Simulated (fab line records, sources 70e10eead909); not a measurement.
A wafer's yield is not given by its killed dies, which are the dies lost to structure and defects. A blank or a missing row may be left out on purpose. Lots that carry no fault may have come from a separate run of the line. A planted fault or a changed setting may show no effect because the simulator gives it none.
Commonality check across tools :: flow nand-harc :: 11 lots, 33 wafers sampled

## REASON FOR OPENING
On 1 of the 11 lots, a flag is raised at NHARC_P_GATE_CD_MEAS_26 on the reading cd-nm. Fault-free wafers read 119.6 nm, with a standard deviation of 0.59.
Rule: a lot gets a flag if all its wafers with a number sit over 4 standard deviations from that mean, or if no wafer of it has a number. All remaining lots are regarded as sound.

lot: L355
measured: day 5 05:31
on: cd-sem-02
cd-nm (nm), wafer by wafer: 120.4 120.4 119.2
flag: 

lot: L360
measured: day 6 06:44
on: cd-sem-03
cd-nm (nm), wafer by wafer: 119.8 119.8 119.0
flag: 

lot: L362
measured: day 6 20:44
on: cd-sem-03
cd-nm (nm), wafer by wafer: 118.9 118.8 119.2
flag: 

lot: L364
measured: day 8 01:15
on: cd-sem-02
cd-nm (nm), wafer by wafer: 119.7 119.9 120.4
flag: 

lot: L366
measured: day 8 01:20
on: cd-sem-03
cd-nm (nm), wafer by wafer: 120.6 120.0 119.8
flag: 

lot: L365
measured: day 8 01:50
on: cd-sem-03
cd-nm (nm), wafer by wafer: 103.4 102.8 102.4
flag: FLAGGED

lot: L367
measured: day 8 13:32
on: cd-sem-01
cd-nm (nm), wafer by wafer: 119.9 120.1 120.0
flag: 

lot: L368
measured: day 8 14:11
on: cd-sem-03
cd-nm (nm), wafer by wafer: 119.4 120.4 119.5
flag: 

lot: L373
measured: day 9 18:58
on: cd-sem-02
cd-nm (nm), wafer by wafer: 119.6 119.7 120.1
flag: 

lot: L374
measured: day 9 19:17
on: cd-sem-03
cd-nm (nm), wafer by wafer: 119.9 119.4 119.7
flag: 

lot: L375
measured: day 10 04:48
on: cd-sem-01
cd-nm (nm), wafer by wafer: 118.6 118.8 119.7
flag: 
Average over the flagged lots: 102.9 nm; offset from the usual -16.7 nm, equal to -28 standard deviations.

## TOOL THAT RAN EACH LOT
Before the reading, the record contains 3 process steps out of a 1159-step route. Cell contents, in order: the tool; ch with the chambers the sampled wafers went through; the start.
lot: L355
flag: 
NHARC_P_STI_ETCH_15: rie-si-03 ch 0,1,2, day 2 22:00
NHARC_P_GATE_DEP_103: pecvd-01 ch 1,2, day 5 04:50
NHARC_P_GATE_EXPOSE_23: arfi-scanner-02 ch 0, day 5 05:22

lot: L360
flag: 
NHARC_P_STI_ETCH_15: rie-si-02 ch 0,1,2, day 4 02:48
NHARC_P_GATE_DEP_103: pecvd-04 ch 0,1, day 6 06:01
NHARC_P_GATE_EXPOSE_23: arfi-scanner-02 ch 0, day 6 06:35

lot: L362
flag: 
NHARC_P_STI_ETCH_15: rie-si-02 ch 1,2, day 4 23:21
NHARC_P_GATE_DEP_103: pecvd-04 ch 0,1, day 6 20:06
NHARC_P_GATE_EXPOSE_23: arfi-scanner-01 ch 0, day 6 20:36

lot: L364
flag: 
NHARC_P_STI_ETCH_15: rie-si-03 ch 0,2,3, day 5 06:43
NHARC_P_GATE_DEP_103: pecvd-01 ch 0,1,2, day 8 00:46
NHARC_P_GATE_EXPOSE_23: arfi-scanner-02 ch 0, day 8 01:07

lot: L366
flag: 
NHARC_P_STI_ETCH_15: rie-si-03 ch 0,1,3, day 5 17:51
NHARC_P_GATE_DEP_103: pecvd-04 ch 1,2, day 8 00:47
NHARC_P_GATE_EXPOSE_23: arfi-scanner-02 ch 0, day 8 01:11

lot: L365
flag: FLAGGED
NHARC_P_STI_ETCH_15: rie-si-01 ch 0,1,2, day 5 11:43
NHARC_P_GATE_DEP_103: pecvd-01 ch 1,2, day 8 01:18
NHARC_P_GATE_EXPOSE_23: arfi-scanner-02 ch 0, day 8 01:42

lot: L367
flag: 
NHARC_P_STI_ETCH_15: rie-si-03 ch 0,3, day 6 03:04
NHARC_P_GATE_DEP_103: pecvd-03 ch 0,2, day 8 12:53
NHARC_P_GATE_EXPOSE_23: arfi-scanner-01 ch 0, day 8 13:23

lot: L368
flag: 
NHARC_P_STI_ETCH_15: rie-si-02 ch 0,1,3, day 6 03:02
NHARC_P_GATE_DEP_103: pecvd-01 ch 0,1,2, day 8 13:32
NHARC_P_GATE_EXPOSE_23: arfi-scanner-03 ch 0, day 8 14:02

lot: L373
flag: 
NHARC_P_STI_ETCH_15: rie-si-02 ch 0,3, day 7 14:26
NHARC_P_GATE_DEP_103: pecvd-03 ch 1,2, day 9 18:26
NHARC_P_GATE_EXPOSE_23: arfi-scanner-01 ch 0, day 9 18:49

lot: L374
flag: 
NHARC_P_STI_ETCH_15: rie-si-01 ch 0,3, day 7 14:19
NHARC_P_GATE_DEP_103: pecvd-01 ch 0,1,2, day 9 18:47
NHARC_P_GATE_EXPOSE_23: arfi-scanner-01 ch 0, day 9 19:09

lot: L375
flag: 
NHARC_P_STI_ETCH_15: rie-si-02 ch 1,2, day 7 23:27
NHARC_P_GATE_DEP_103: pecvd-03 ch 0,2, day 10 04:10
NHARC_P_GATE_EXPOSE_23: arfi-scanner-02 ch 0, day 10 04:40
What is done by these steps:
- NHARC_P_STI_ETCH_15: etches the open film in HBr/Cl2, target depth 300 nm, time 100.1 s.
- NHARC_P_GATE_DEP_103: deposits SiON, target thk 30 nm.
- NHARC_P_GATE_EXPOSE_23: exposes mask P GATE, target cd 120 nm.
- NHARC_P_GATE_CD_MEAS_26: target cd 120 nm.

## FLAGGED AGAINST TOTAL, ONE TOOL AT A TIME (gauges that did the reading follow at the end)
step: NHARC_P_STI_ETCH_15
tool: rie-si-01
lots run: 2
flagged: 1
share of the flagged lots: all
sound lots run after its first flagged lot: 1 (L374)

step: NHARC_P_STI_ETCH_15
tool: rie-si-02
lots run: 5
flagged: 0
share of the flagged lots: none
sound lots run after its first flagged lot: -

step: NHARC_P_STI_ETCH_15
tool: rie-si-03
lots run: 4
flagged: 0
share of the flagged lots: none
sound lots run after its first flagged lot: -

step: NHARC_P_GATE_DEP_103
tool: pecvd-01
lots run: 5
flagged: 1
share of the flagged lots: all
sound lots run after its first flagged lot: 2 (L368,L374)

step: NHARC_P_GATE_DEP_103
tool: pecvd-03
lots run: 3
flagged: 0
share of the flagged lots: none
sound lots run after its first flagged lot: -

step: NHARC_P_GATE_DEP_103
tool: pecvd-04
lots run: 3
flagged: 0
share of the flagged lots: none
sound lots run after its first flagged lot: -

step: NHARC_P_GATE_EXPOSE_23
tool: arfi-scanner-01
lots run: 4
flagged: 0
share of the flagged lots: none
sound lots run after its first flagged lot: -

step: NHARC_P_GATE_EXPOSE_23
tool: arfi-scanner-02
lots run: 6
flagged: 1
share of the flagged lots: all
sound lots run after its first flagged lot: 1 (L375)

step: NHARC_P_GATE_EXPOSE_23
tool: arfi-scanner-03
lots run: 1
flagged: 0
share of the flagged lots: none
sound lots run after its first flagged lot: -

step: NHARC_P_GATE_CD_MEAS_26
tool: cd-sem-01
lots run: 2
flagged: 0
share of the flagged lots: none
sound lots run after its first flagged lot: -

step: NHARC_P_GATE_CD_MEAS_26
tool: cd-sem-02
lots run: 3
flagged: 0
share of the flagged lots: none
sound lots run after its first flagged lot: -

step: NHARC_P_GATE_CD_MEAS_26
tool: cd-sem-03
lots run: 6
flagged: 1
share of the flagged lots: all
sound lots run after its first flagged lot: 2 (L368,L374)

## WHAT IS ALLOWED BY THE TABLE
4 rows of the table ran every flagged lot: rie-si-01 at NHARC_P_STI_ETCH_15, pecvd-01 at NHARC_P_GATE_DEP_103, arfi-scanner-02 at NHARC_P_GATE_EXPOSE_23, cd-sem-03 at NHARC_P_GATE_CD_MEAS_26.
- rie-si-01 at NHARC_P_STI_ETCH_15 ran 2 lots, 1 of them flagged. Sound lots followed the first flagged one (L374) on it, something a lasting fault affecting the whole tool could not allow.
- pecvd-01 at NHARC_P_GATE_DEP_103 ran 5 lots, 1 of them flagged. Sound lots followed the first flagged one (L368, L374) on it, something a lasting fault affecting the whole tool could not allow.
- arfi-scanner-02 at NHARC_P_GATE_EXPOSE_23 ran 6 lots, 1 of them flagged. Sound lots followed the first flagged one (L375) on it, something a lasting fault affecting the whole tool could not allow.
- cd-sem-03 at NHARC_P_GATE_CD_MEAS_26 ran 6 lots, 1 of them flagged. Sound lots followed the first flagged one (L368, L374) on it, something a lasting fault affecting the whole tool could not allow.
Every row of the table either missed a flagged lot or ran a sound lot after the first.

## WHAT THE SIMULATOR PUT IN
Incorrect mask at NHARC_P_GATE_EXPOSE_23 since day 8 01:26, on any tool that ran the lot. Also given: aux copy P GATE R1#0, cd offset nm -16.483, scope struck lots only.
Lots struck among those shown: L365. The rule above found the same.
